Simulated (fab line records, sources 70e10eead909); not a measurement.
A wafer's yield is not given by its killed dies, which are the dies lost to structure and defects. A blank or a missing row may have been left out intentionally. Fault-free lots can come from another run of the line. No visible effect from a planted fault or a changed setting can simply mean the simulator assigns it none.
Which tool did it? | flow nand_harc | 11 lots, 33 wafers sampled, at 5 steps of a route of 1159

WHAT EACH GAUGE READ, for each wafer
NHARC_END_SORT_01. Usual: killed_at_array 29, standard deviation 12; killed_at_other 0.7, standard deviation 1; killed_at_periphery 4, standard deviation 3.2; killed_dies 34, standard deviation 12; killed_open 3.4, standard deviation 2; killed_short 1.8, standard deviation 1.3.
lot  | measured     | on        | killed_at_array | killed_at_other | killed_at_periphery | killed_dies | killed_open | killed_short | flag
L198 | day 24 00:22 | prober-01 | 318 403 27      | 0 1 2           | 16 13 9             | 334 417 38  | 4 2 3       | 4 0 2        | OFF

EACH LOT AND THE TOOL THAT RAN IT (in order: tool; ch and the chambers of the sampled wafers; start)
lot  | NHARC_A_STAIRCASE_DESCUM_11        | NHARC_A_STAIRCASE_ETCH_21          | NHARC_A_STAIRCASE_TRIM_22                   | NHARC_A_STAIRCASE_TRIM_26
L183 | rie_diel-02 ch 0,1,2, day 11 06:46 | rie_diel-05 ch 0,1,2, day 11 08:13 | rie_diel-05 ch 0,3, no start                | rie_diel-05 ch 0,1,3, no start
L185 | rie_diel-05 ch 0,1,2, day 11 10:22 | rie_diel-12 ch 1,2,3, day 11 12:14 | rie_diel-12 ch 0,2,3, no start              | rie_diel-12 ch 0,1,3, no start
L184 | rie_diel-12 ch 1,2,3, day 11 10:54 | rie_diel-12 ch 0,1,2, day 11 12:19 | rie_diel-12 ch 0,3, no start                | rie_diel-12 ch 2,3, no start
L187 | rie_diel-05 ch 0,2,3, day 12 13:33 | rie_diel-05 ch 0,1,2, day 12 14:57 | rie_diel-05 ch 1,2,3, no start              | rie_diel-05 ch 0,2,3, no start
L190 | rie_diel-02 ch 1,2, day 12 19:51   | rie_diel-05 ch 0,2,3, day 12 22:35 | rie_diel-05 ch 1,2, no start                | rie_diel-05 ch 0,2,3, no start
L191 | rie_diel-12 ch 1,2,3, day 13 04:59 | rie_diel-12 ch 1,2,3, day 13 06:29 | rie_diel-12 ch 0,2,3, no start              | rie_diel-12 ch 1,2,3, no start
L198 | rie_diel-12 ch 0,1, day 14 17:17   | rie_diel-05 ch 0,3, day 14 19:09   | rie_diel-05 ch 2,3, day 24 00:22 or earlier | rie_diel-05 ch 1,2,3, day 24 00:22 or earlier
L197 | rie_diel-12 ch 1,2,3, day 14 17:34 | rie_diel-12 ch 0,1,3, day 14 19:17 | rie_diel-12 ch 0,1,3, no start              | rie_diel-12 ch 1,2,3, no start
L202 | rie_diel-02 ch 0,1,3, day 15 06:21 | rie_diel-02 ch 0,1,2, day 15 08:00 | rie_diel-02 ch 0,1,3, no start              | rie_diel-02 ch 1,2, no start
L199 | rie_diel-12 ch 0,1,3, day 15 06:25 | rie_diel-12 ch 0,1,3, day 15 08:28 | rie_diel-12 ch 1,3, no start                | rie_diel-12 ch 1,3, no start
L200 | rie_diel-12 ch 0,1,3, day 15 09:20 | rie_diel-12 ch 0,1, day 15 10:52   | rie_diel-12 ch 0,1, no start                | rie_diel-12 ch 0,3, no start
- NHARC_A_STAIRCASE_DESCUM_11: chemistry O2, time 3 s.
- NHARC_A_STAIRCASE_ETCH_21: etches the open film in C4F8/O2, target depth 100 nm, time 40.5 s.
- NHARC_A_STAIRCASE_TRIM_22: chemistry O2, time 211.2 s.
- NHARC_A_STAIRCASE_TRIM_26: chemistry O2, time 211.2 s.

AS READ BY THE TOOLS THEMSELVES (means over the sampled wafers that have a number; for cases with no such wafer, the mark the record gives instead)
NHARC_A_STAIRCASE_DESCUM_11. Usual: chamber_pressure_mTorr 60.00 mTorr, standard deviation 0.063; drypump_motor_current_A 5.9 A, standard deviation 0.35; oes_product_au 0.998 a.u., standard deviation 0.007; rf_vpp_V 57.8 V, standard deviation 0.95; showerhead_plenum_p_Torr 1.94 Torr, standard deviation 0.097; throttle_valve_pct 11.311 %, standard deviation 0.0088.
lot  | tool        | chamber_pressure_mTorr (mTorr) | drypump_motor_current_A (A) | oes_product_au (a.u.) | rf_vpp_V (V) | showerhead_plenum_p_Torr (Torr) | throttle_valve_pct (%) | flag
L183 | rie_diel-02 | 60.02                          | 5.8                         | 1.006                 | 57.7         | 1.83                            | 11.314                 |
L185 | rie_diel-05 | 60.03                          | 6.0                         | 0.990                 | 57.7         | 1.96                            | 11.323                 |
L184 | rie_diel-12 | 60.01                          | 5.7                         | 0.997                 | 58.5         | 2.00                            | 11.315                 |
L187 | rie_diel-05 | 60.07                          | 6.2                         | 1.001                 | 57.3         | 1.96                            | 11.313                 |
L190 | rie_diel-02 | 60.01                          | 5.6                         | 1.006                 | 57.6         | 1.86                            | 11.303                 |
L191 | rie_diel-12 | 60.04                          | 5.7                         | 0.999                 | 58.2         | 1.99                            | 11.312                 |
L198 | rie_diel-12 | 60.03                          | 5.8                         | 0.995                 | 58.7         | 2.05                            | 11.316                 |
L197 | rie_diel-12 | 59.99                          | 5.7                         | 0.996                 | 57.4         | 1.99                            | 11.314                 |
L202 | rie_diel-02 | 59.95                          | 6.1                         | 1.004                 | 57.6         | 1.78                            | 11.320                 |
L199 | rie_diel-12 | 60.01                          | 5.7                         | 0.994                 | 59.2         | 2.03                            | 11.307                 |
L200 | rie_diel-12 | 59.99                          | 5.7                         | 0.995                 | 58.2         | 2.03                            | 11.315                 |

NHARC_A_STAIRCASE_ETCH_21. Usual: chamber_pressure_mTorr 25.001 mTorr, standard deviation 0.023; oes_product_au 0.943 a.u., standard deviation 0.013; rf_vpp_V 899 V, standard deviation 5.3.
lot  | tool        | chamber_pressure_mTorr (mTorr) | oes_product_au (a.u.) | rf_vpp_V (V) | flag
L183 | rie_diel-05 | 24.976                         | 0.968                 | 899          |
L185 | rie_diel-12 | 24.997                         | 0.945                 | 901          |
L184 | rie_diel-12 | 25.004                         | 0.935                 | 903          |
L187 | rie_diel-05 | 24.989                         | 0.944                 | 899          |
L190 | rie_diel-05 | 24.986                         | 0.923                 | 899          |
L191 | rie_diel-12 | 25.011                         | 0.925                 | 900          |
L198 | rie_diel-05 | 24.991                         | 0.846                 | 897          | OFF
L197 | rie_diel-12 | 24.984                         | 0.938                 | 904          |
L202 | rie_diel-02 | 24.978                         | 0.942                 | 891          |
L199 | rie_diel-12 | 24.993                         | 0.936                 | 903          |
L200 | rie_diel-12 | 24.983                         | 0.943                 | 904          |

NHARC_A_STAIRCASE_TRIM_22. Usual: chamber_pressure_mTorr 60.00 mTorr, standard deviation 0.051; drypump_motor_current_A 5.9 A, standard deviation 0.35; oes_product_au 0.998 a.u., standard deviation 0.007; rf_vpp_V 58.0 V, standard deviation 0.94; showerhead_plenum_p_Torr 3.60 Torr, standard deviation 0.15; throttle_valve_pct 17.037 %, standard deviation 0.009.
lot  | tool        | chamber_pressure_mTorr (mTorr) | drypump_motor_current_A (A) | oes_product_au (a.u.) | rf_vpp_V (V) | showerhead_plenum_p_Torr (Torr) | throttle_valve_pct (%) | flag
L183 | rie_diel-05 | 59.95                          | 6.4                         | 0.996                 | 57.7         | 3.55                            | 17.041                 |
L185 | rie_diel-12 | 59.99                          | 5.7                         | 0.992                 | 59.3         | 3.68                            | 17.027                 |
L184 | rie_diel-12 | 60.06                          | 5.6                         | 0.997                 | 58.1         | 3.72                            | 17.034                 |
L187 | rie_diel-05 | 60.03                          | 6.2                         | 0.999                 | 58.0         | 3.58                            | 17.032                 |
L190 | rie_diel-05 | 60.00                          | 6.0                         | 0.996                 | 58.9         | 3.59                            | 17.037                 |
L191 | rie_diel-12 | 60.02                          | 5.7                         | 1.003                 | 58.3         | 3.67                            | 17.030                 |
L198 | rie_diel-05 | 59.97                          | 6.5                         | 0.996                 | 58.0         | 3.57                            | 17.035                 |
L197 | rie_diel-12 | 59.96                          | 5.7                         | 0.994                 | 57.7         | 3.73                            | 17.043                 |
L202 | rie_diel-02 | 59.97                          | 6.1                         | 0.993                 | 57.4         | 3.31                            | 17.040                 |
L199 | rie_diel-12 | 59.99                          | 5.8                         | 0.996                 | 58.5         | 3.72                            | 17.038                 |
L200 | rie_diel-12 | 60.03                          | 5.9                         | 0.996                 | 58.3         | 3.76                            | 17.030                 |

NHARC_A_STAIRCASE_TRIM_26. Usual: chamber_pressure_mTorr 60.01 mTorr, standard deviation 0.055; drypump_motor_current_A 5.9 A, standard deviation 0.35; oes_product_au 0.997 a.u., standard deviation 0.0081; rf_vpp_V 57.9 V, standard deviation 0.88; showerhead_plenum_p_Torr 3.59 Torr, standard deviation 0.15; throttle_valve_pct 17.037 %, standard deviation 0.0087.
lot  | tool        | chamber_pressure_mTorr (mTorr) | drypump_motor_current_A (A) | oes_product_au (a.u.) | rf_vpp_V (V) | showerhead_plenum_p_Torr (Torr) | throttle_valve_pct (%) | flag
L183 | rie_diel-05 | 59.99                          | 6.1                         | 1.001                 | 58.0         | 3.55                            | 17.040                 |
L185 | rie_diel-12 | 60.01                          | 5.7                         | 0.994                 | 58.2         | 3.75                            | 17.037                 |
L184 | rie_diel-12 | 59.99                          | 5.6                         | 1.000                 | 58.0         | 3.64                            | 17.045                 |
L187 | rie_diel-05 | 59.98                          | 6.2                         | 0.992                 | 57.8         | 3.60                            | 17.041                 |
L190 | rie_diel-05 | 60.00                          | 6.2                         | 0.996                 | 57.9         | 3.60                            | 17.043                 |
L191 | rie_diel-12 | 60.00                          | 5.7                         | 0.992                 | 57.8         | 3.66                            | 17.038                 |
L198 | rie_diel-05 | 60.00                          | 6.3                         | 0.996                 | 58.1         | 3.57                            | 17.041                 |
L197 | rie_diel-12 | 59.98                          | 5.7                         | 1.002                 | 57.9         | 3.66                            | 17.043                 |
L202 | rie_diel-02 | 60.04                          | 5.9                         | 1.007                 | 56.6         | 3.36                            | 17.040                 |
L199 | rie_diel-12 | 60.01                          | 5.6                         | 0.999                 | 58.5         | 3.69                            | 17.040                 |
L200 | rie_diel-12 | 60.00                          | 5.7                         | 0.992                 | 57.2         | 3.74                            | 17.042                 |

THE ANSWER, worked out from the rows above alone
Rule: lot off if the mean of its wafers having a number is beyond 3 standard deviations from the usual mean. A lot without any number at a reading at which 4 lots or more have one is off too. All remaining lots with rows at the step are treated as sound. The gauges are gone through in route order, then the tools' own readings, and for those a lot's mean is taken as printed above. At the first step where some lot is off, the reading lying furthest off is the one used; lots without a number count as furthest.
Off: L198 (NHARC_END_SORT_01, killed_dies). Neither off nor sound, because the step has no rows for them: L183, L185, L184, L187, L190, L191, L197, L202, L199, L200.
A tool fits if, at a process step before that reading, it ran every lot that is off, and no sound lot after the first of them. Not tried: the gauges at NHARC_END_SORT_01; whatever is off there is also off at NHARC_A_STAIRCASE_ETCH_21, on other tools, and gauge error can't account for it. With no start given for some of its lots, NHARC_A_STAIRCASE_TRIM_22 uses the hours and lot order of NHARC_END_SORT_01. With no start given for some of its lots, NHARC_A_STAIRCASE_TRIM_26 uses the hours and lot order of NHARC_END_SORT_01. This does not decide it: 2 tools fit, namely rie_diel-12 at NHARC_A_STAIRCASE_DESCUM_11 and rie_diel-05 at NHARC_A_STAIRCASE_ETCH_21 and NHARC_A_STAIRCASE_TRIM_22 and NHARC_A_STAIRCASE_TRIM_26.

WHAT THE SIMULATOR HAD INSERTED
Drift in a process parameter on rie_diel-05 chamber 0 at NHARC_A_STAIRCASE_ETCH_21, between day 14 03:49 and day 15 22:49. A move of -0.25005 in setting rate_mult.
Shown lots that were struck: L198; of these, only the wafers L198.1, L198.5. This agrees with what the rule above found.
